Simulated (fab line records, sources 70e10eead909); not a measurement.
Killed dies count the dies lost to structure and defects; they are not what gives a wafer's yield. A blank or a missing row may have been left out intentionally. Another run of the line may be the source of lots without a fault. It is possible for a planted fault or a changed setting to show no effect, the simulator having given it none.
fab line records	flow nandHarc
record: lots: 14	wafers: 42	lastDay: 32
route steps=1302 shown P_M1@310 P_M2@335
lots untouched by any fault: they come from a run of this same line in which no faults occurred
startH: hours from the record's first day to the start of the lot's first wafer shown	waitH: hours from the lot's prior step to this one	" as in the row above	L1.1+2: a row that stands for several wafers	- either no value or no given start	* or withheld: withheld	< > ~ a bound
route shown NAME@n: a module of which the file shows steps, and the number in the route of the first	usual: mean and standard deviation over wafers with no fault	same: alike in all rows	chamber/n: place in a boat	sites: per-site readings	_std_site: standard deviation across them	_edge_site: mean of outer sites minus mean of inner sites	radiusMm: for every site, how far away it sits from the centre of the wafer	mask NAME#n: copy n	behind: tool/chamber where the wafer was last shaped	hold: what put the lot on hold/how long, in hours/how the hold closed	device: the transistor (n, p or np) that didn't switch	end of line: the same wafers' tests at the end of the route	where a step has no rows: the recipe by itself	killed: at the first sort, the dies lost to defects and structure; wafer yield is something else	map: per-die view of a wafer (x killed, . not killed, _ where there is no die)
set.NAME: the setting as run; set.NAME@STEP: as run at that earlier step	model.NAME: the simulator's own value behind a step, which no gauge read
one table for each step of the route and one row for each wafer, over a sample of lots
services: the hour from which a tool's chamber was out of use, counted from the record's first day as startH (under 0 if before that day), plus the number of hours and why
== steps ==
step: NHARC_P_M1_ANNEAL_31
recipe: tempC: 225	timeS: 90
usual: wafer_temp_C_max: 226.0/0.34
same: timeS: 90
lot.wafer	tool	chamber	startH	waitH	wafer_temp_C_max
L327.1	rtpAnneal-02	0	127.96	0.3	225.5
L327.2	"	0	"	"	225.5
L327.6	"	0	"	"	225.7
L328.1	rtpAnneal-02	0	142.27	-	226.2
L328.4	"	0	"	"	225.9
L328.5	"	0	"	"	225.8
L331.1	rtpAnneal-01	0	170.69	0.3	227.1
L331.2	"	0	"	"	226.0
L331.6	"	0	"	"	227.0
L332.2	rtpAnneal-02	0	175.87	0.3	225.9
L332.4	"	0	"	"	225.3
L332.5	"	0	"	"	225.8
L333.1	rtpAnneal-02	0	187.23	-	226.0
L333.2	"	0	"	"	226.0
L333.6	"	0	"	"	226.3
L334.1	rtpAnneal-01	0	194.99	-	226.5
L334.4	"	0	"	"	226.6
L334.5	"	0	"	"	226.8
L335.3	rtpAnneal-01	0	209.44	-	226.6
L335.4	"	0	"	"	226.2
L335.5	"	0	"	"	226.1
L336.3	rtpAnneal-02	0	217.94	-	226.0
L336.4	"	0	"	"	225.8
L336.6	"	0	"	"	225.8
L345.2	rtpAnneal-02	0	306.49	-	225.4
L345.4	"	0	"	"	225.8
L345.6	"	0	"	"	226.0
L346.1	rtpAnneal-02	0	317.43	0.3	225.6
L346.2	"	0	"	"	225.5
L346.5	"	0	"	"	225.9
L347.1	rtpAnneal-02	0	324.24	0.3	225.7
L347.2	"	0	"	"	225.8
L347.3	"	0	"	"	225.8
L348.1	rtpAnneal-02	0	336.91	0.3	225.8
L348.2	"	0	"	"	225.8
L348.6	"	0	"	"	225.8
L349.1	rtpAnneal-02	0	346.69	0.3	225.9
L349.4	"	0	"	"	225.9
L349.6	"	0	"	"	225.8
L350.1	rtpAnneal-01	0	353.72	0.3	226.1
L350.3	"	0	"	"	226.7
L350.5	"	0	"	"	226.2
step: NHARC_P_M1_PRE_CLEAN_32
recipe: timeS: 12	tempC: 370	rfPowerW: 300	gas: NH3
usual: heaterPowerW: 650/82
same: timeS: 12
lot.wafer	tool	chamber	startH	waitH	heaterPowerW
L327.1	pecvd-04	0	128.84	0.1	837
L327.2	"	1	"	"	530
L327.6	"	0	"	"	831
L328.1	pecvd-01	0	143.14	0.1	646
L328.4	"	0	"	"	623
L328.5	"	2	"	"	692
L331.1	pecvd-01	0	171.58	0.1	569
L331.2	"	1	"	"	673
L331.6	"	0	"	"	581
L332.2	pecvd-04	0	176.71	0.1	867
L332.4	"	2	"	"	658
L332.5	"	1	"	"	539
L333.1	pecvd-04	2	188.13	0.1	690
L333.2	"	0	"	"	805
L333.6	"	2	"	"	689
L334.1	pecvd-01	0	195.90	0.1	579
L334.4	"	2	"	"	696
L334.5	"	0	"	"	572
L335.3	pecvd-01	1	210.23	0.1	658
L335.4	"	0	"	"	630
L335.5	"	1	"	"	654
L336.3	pecvd-01	1	218.75	0.1	582
L336.6	"	2	"	"	664
L336.4	"	0	"	"	553
L345.2	pecvd-01	2	307.35	0.1	729
L345.4	"	1	"	"	629
L345.6	"	2	"	"	711
L346.2	pecvd-02	1	318.31	0.1	612
L346.1	"	0	"	"	566
L346.5	"	1	"	"	605
L347.3	pecvd-02	2	325.12	0.1	663
L347.2	"	0	"	"	625
L347.1	"	1	"	"	674
L348.1	pecvd-04	2	337.79	0.1	565
L348.2	"	1	"	"	553
L348.6	"	1	"	"	551
L349.1	pecvd-04	0	347.60	0.1	754
L349.6	"	1	"	"	581
L349.4	"	2	"	"	566
L350.3	pecvd-01	2	354.63	0.1	715
L350.1	"	1	"	"	672
L350.5	"	2	"	"	709
step: NHARC_P_M2_STRIP_18
recipe: powerW: 1000	n2FlowSccm: 150	h2FlowSccm: 150	arFlowSccm: 0	biasW: 0	chemistry: N2/H2
usual: biasW: 0/0	chamberPressureMTorr: 29.999/0.025	drypumpMotorCurrentA: 5.8/0.41	oesProductAu: 0.997/0.014	rfVppV: 90.8/1.1	showerheadPlenumPTorr: 2.07/0.085	throttleValvePct: 14.171/0.0083
lot.wafer	tool	chamber	startH	waitH	biasW	chamberPressureMTorr	drypumpMotorCurrentA	oesProductAu	rfHoursCounterH	rfVppV	showerheadPlenumPTorr	throttleValvePct
L327.2	rieDiel-05	3	130.73	0.1	0	29.979	6.3	1.018	7	91.5	2.17	14.178
L327.1	"	0	"	"	0	30.009	5.1	1.001	7	92.3	2.16	14.171
L327.6	"	2	"	"	0	30.016	6.2	0.990	-	91.5	2.19	14.175
L328.1	rieDiel-13	2	145.14	0.1	0	29.999	5.7	1.022	9	91.1	2.13	14.180
L328.4	"	3	"	"	0	30.009	5.5	0.990	11	90.0	1.91	14.165
L328.5	"	1	"	"	0	29.986	6.0	1.022	-	90.6	2.08	14.165
L331.1	rieDiel-03	2	173.39	0.1	0	30.020	6.2	0.979	3	93.2	2.12	14.166
L331.2	"	3	"	"	0	29.985	5.3	0.994	4	90.7	2.04	14.180
L331.6	"	1	"	"	0	29.952	6.3	0.976	-	90.4	2.01	14.175
L332.4	rieDiel-03	1	178.61	0.1	0	29.990	6.3	0.988	3	89.1	2.02	14.173
L332.2	"	3	"	"	0	29.953	5.3	1.004	4	92.9	2.04	14.167
L332.5	"	0	"	"	0	29.985	5.3	0.993	-	90.4	2.16	14.169
L333.2	rieDiel-13	1	190.01	0.1	0	29.964	6.0	1.011	0	90.3	2.07	14.167
L333.1	"	3	"	"	0	29.960	5.5	0.989	0	88.6	1.90	14.159
L333.6	"	1	"	"	0	29.940	6.0	0.999	-	88.5	2.07	14.184
L334.1	rieDiel-03	1	197.94	0.1	0	30.024	6.3	0.985	4	90.5	2.01	14.165
L334.4	"	2	"	"	0	29.986	6.2	0.990	4	90.6	2.12	14.166
L334.5	"	0	"	"	0	29.989	5.3	0.983	-	90.8	2.16	14.156
L335.3	rieDiel-03	0	212.11	0.1	0	30.010	5.3	0.985	5	92.4	2.16	14.179
L335.4	"	2	"	"	0	30.002	6.2	0.984	4	91.7	2.12	14.181
L335.5	"	3	"	"	0	29.979	5.3	0.999	-	90.9	2.04	14.177
L336.3	rieDiel-05	0	220.61	0.1	0	30.032	5.1	1.014	12	90.4	2.16	14.170
L336.6	"	0	"	"	0	29.988	5.1	0.995	-	91.4	2.15	14.173
L336.4	"	3	"	"	0	29.978	6.3	1.017	-	91.5	2.16	14.161
L345.2	rieDiel-05	0	309.24	0.1	-	-	-	-	-	-	-	-
L345.4	"	1	"	"	-	-	-	-	-	-	-	-
L345.6	"	3	"	"	-	-	-	-	-	-	-	-
L346.1	rieDiel-13	3	320.21	0.1	-	-	-	-	-	-	-	-
L346.2	"	2	"	"	-	-	-	-	-	-	-	-
L346.5	"	0	"	"	-	-	-	-	-	-	-	-
L347.2	rieDiel-03	3	326.92	0.1	0	29.979	5.3	0.996	2	91.3	2.04	14.162
L347.1	"	0	"	"	0	30.031	5.3	0.975	2	90.9	2.16	14.155
L347.3	"	1	"	"	0	30.002	6.3	0.997	2	89.9	2.01	14.175
L348.2	rieDiel-03	0	339.85	0.1	0	29.961	5.3	0.978	3	90.2	2.16	14.175
L348.1	"	2	"	"	0	29.949	6.2	0.984	3	91.4	2.12	14.176
L348.6	"	1	"	"	0	30.040	6.3	1.005	-	89.7	2.01	14.154
L349.4	rieDiel-03	0	349.36	0.1	0	29.997	5.3	0.965	4	91.7	2.16	14.175
L349.1	"	2	"	"	0	30.024	6.2	0.972	4	90.0	2.12	14.167
L349.6	"	3	"	"	0	30.068	5.3	1.001	-	92.7	2.04	14.176
L350.3	rieDiel-13	0	356.51	0.1	0	30.016	5.8	1.000	1	90.1	1.96	14.165
L350.1	"	2	"	"	0	29.984	5.7	1.010	1	91.2	2.13	14.171
L350.5	"	1	"	"	0	29.999	6.0	1.034	-	92.6	2.07	14.166
step: NHARC_P_M2_PRE_CLEAN_30
recipe: timeS: 30	tempC: 280	gas: H2/He
usual: heaterPowerW: 428/51
same: timeS: 30
lot.wafer	tool	chamber	startH	waitH	heaterPowerW
L327.1	pvdSputter-02	-	-	-	368
L327.2	"	-	"	"	410
L327.6	"	-	"	"	402
L328.4	pvdSputter-02	-	-	-	380
L328.1	"	-	"	"	410
L328.5	"	-	"	"	542
L331.2	pvdSputter-02	-	-	-	416
L331.1	"	-	"	"	405
L331.6	"	-	"	"	545
L332.4	pvdSputter-01	-	-	-	403
L332.2	"	-	"	"	429
L332.5	"	-	"	"	433
L333.1	pvdSputter-03	-	-	-	462
L333.2	"	-	"	"	430
L333.6	"	-	"	"	463
L334.1	pvdSputter-03	-	-	-	466
L334.4	"	-	"	"	385
L334.5	"	-	"	"	446
L335.3	pvdSputter-01	-	-	-	409
L335.4	"	-	"	"	387
L335.5	"	-	"	"	394
L336.3	pvdSputter-03	-	-	-	373
L336.4	"	-	"	"	475
L336.6	"	-	"	"	423
L345.4	pvdSputter-02	-	-	-	554
L345.2	"	-	"	"	379
L345.6	"	-	"	"	559
L346.2	pvdSputter-01	-	-	-	396
L346.1	"	-	"	"	460
L346.5	"	-	"	"	409
L347.3	pvdSputter-01	-	-	-	391
L347.1	"	-	"	"	401
L347.2	"	-	"	"	396
L348.1	pvdSputter-02	-	-	-	411
L348.2	"	-	"	"	395
L348.6	"	-	"	"	415
L349.4	pvdSputter-02	-	-	-	415
L349.1	"	-	"	"	543
L349.6	"	-	"	"	366
L350.1	pvdSputter-02	-	-	-	418
L350.3	"	-	"	"	542
L350.5	"	-	"	"	390
== services ==
tool	chamber	startH	hours	kind
pvdSputter-02	-	104.00	10.0	pm
rieDiel-03	-	104.30	9.0	pm
pvdSputter-01	-	110.19	6.0	repair
rieDiel-13	0	113.11	3.9	repair
rieDiel-13	1	116.26	6.8	repair
rieDiel-13	3	126.72	3.4	repair
pecvd-01	-	130.00	13.0	pm
pecvd-01	-	152.84	1.4	repair
rieDiel-03	0	161.49	4.4	repair
rieDiel-13	-	165.00	9.0	pm
rieDiel-05	2	187.13	9.8	repair
pvdSputter-02	-	187.88	6.7	repair
pecvd-04	2	194.46	7.9	repair
rieDiel-05	1	206.05	36.7	repair
pvdSputter-01	-	226.00	10.0	pm
rieDiel-05	-	229.60	9.0	pm
rieDiel-05	0	242.34	10.0	repair
rieDiel-13	-	254.43	1.1	repair
pecvd-04	-	269.04	13.0	pm
rieDiel-03	-	281.40	9.0	pm
pvdSputter-02	-	282.00	10.0	pm
pecvd-01	-	311.23	13.0	pm
pecvd-04	0	324.58	17.6	repair
rieDiel-13	-	342.00	9.0	pm
== key ==
firstSign: step: NHARC_P_M2_STRIP_18	reading: toolRecord	direction: missing
effect none on later readings
metAt NHARC_P_M2_STRIP_18
struckLots L345,L346
laterRowsLeftOut L345.2,L345.4,L345.6,L346.1,L346.2,L346.5
sortLeftOut L345.2,L345.4,L345.6,L346.1,L346.2,L346.5
notActingAt NHARC_P_M1_ANNEAL_31,NHARC_P_M1_PRE_CLEAN_32,NHARC_P_M2_PRE_CLEAN_30
onsetBetween 220.61 309.24
fault: kind: skippedStepWhole	tool: rieDiel-05,rieDiel-13	chamber: -	onsetH: 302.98	steps: NHARC_P_M2_STRIP_18	scope: struckLotsOnly
sortLeftOut: the simulated sort isn't trusted on such a fault, so these wafers' sort isn't shown, and their yield isn't known
laterRowsLeftOut: the simulator's readings of these wafers behind a module that went badly wrong aren't trusted and aren't shown, but for the sort
